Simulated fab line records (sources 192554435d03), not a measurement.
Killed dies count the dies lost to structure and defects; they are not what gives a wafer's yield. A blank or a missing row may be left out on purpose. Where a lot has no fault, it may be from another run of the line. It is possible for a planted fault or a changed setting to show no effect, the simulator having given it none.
Matching of chambers -- flow n5_finfet -- rie_diel-03 running N5_PASSIVATION_STRIP_34: 4 sister chambers
The step strips in O2. 14 wafers are shown with their chamber, then 7 later ones without.

## WAFERS PAIRED WITH THEIR CHAMBERS
wafer,chamber,drypump_motor_current_A (A),showerhead_plenum_p_Torr (Torr),oes_product_au (a.u.)
L950.1,2,5.3,2.01,0.72
L950.3,3,6.5,2.15,0.94
L950.4,1,5.2,2.13,0.86
L952.1,2,5.2,2.00,0.71
L952.4,1,5.2,2.13,0.88
L952.6,3,6.5,2.15,0.92
L958.1,1,5.2,2.12,0.83
L958.5,1,5.2,2.12,0.82
L958.6,2,5.3,2.00,0.70
L961.2,3,6.5,2.14,0.87
L961.3,2,5.3,2.00,0.69
L961.6,0,5.6,2.23,0.86
L966.1,2,5.2,1.99,0.67
L966.2,3,6.5,2.13,0.82

SIGNATURES (means of the wafers above)
reading,chamber 0,chamber 1,chamber 2,chamber 3,scatter within a chamber
drypump_motor_current_A,5.600,5.200,5.260,6.500,0.0346
showerhead_plenum_p_Torr,2.2300,2.1250,2.0000,2.1425,0.00758
oes_product_au,0.8600,0.8475,0.6980,0.8875,0.0353
Rule: for a wafer and a chamber, the distance is found by dividing, reading by reading, the gap between the wafer's reading and the chamber's mean by the reading's scatter, squaring, summing and taking the root. If the next closest chamber is less than 2 further off than the closest, the wafer can't be placed; otherwise it belongs to the closest. The scatter is the square root of a quotient: the sum, over the shown wafers, of each reading's squared deviation from its chamber's mean, divided by wafers minus chambers.

## WAFERS MISSING THEIR CHAMBER
wafer,drypump_motor_current_A (A),showerhead_plenum_p_Torr (Torr),oes_product_au (a.u.)
L966.5,5.3,1.99,0.67
L968.2,6.5,2.14,0.84
L968.4,5.2,1.99,0.69
L968.5,5.6,2.23,0.82
L969.2,5.7,2.23,0.83
L969.3,6.5,2.13,0.86
L969.6,6.5,2.13,0.85

## EACH ONE'S CHAMBER
wafer,from the rows above,in truth
L966.5,2,2
L968.2,3,3
L968.4,2,2
L968.5,0,0
L969.2,0,0
L969.3,3,3
L969.6,3,3
Correct placement for 7 of the 7. Not placeable from these rows: 0. Placed wrongly: 0.
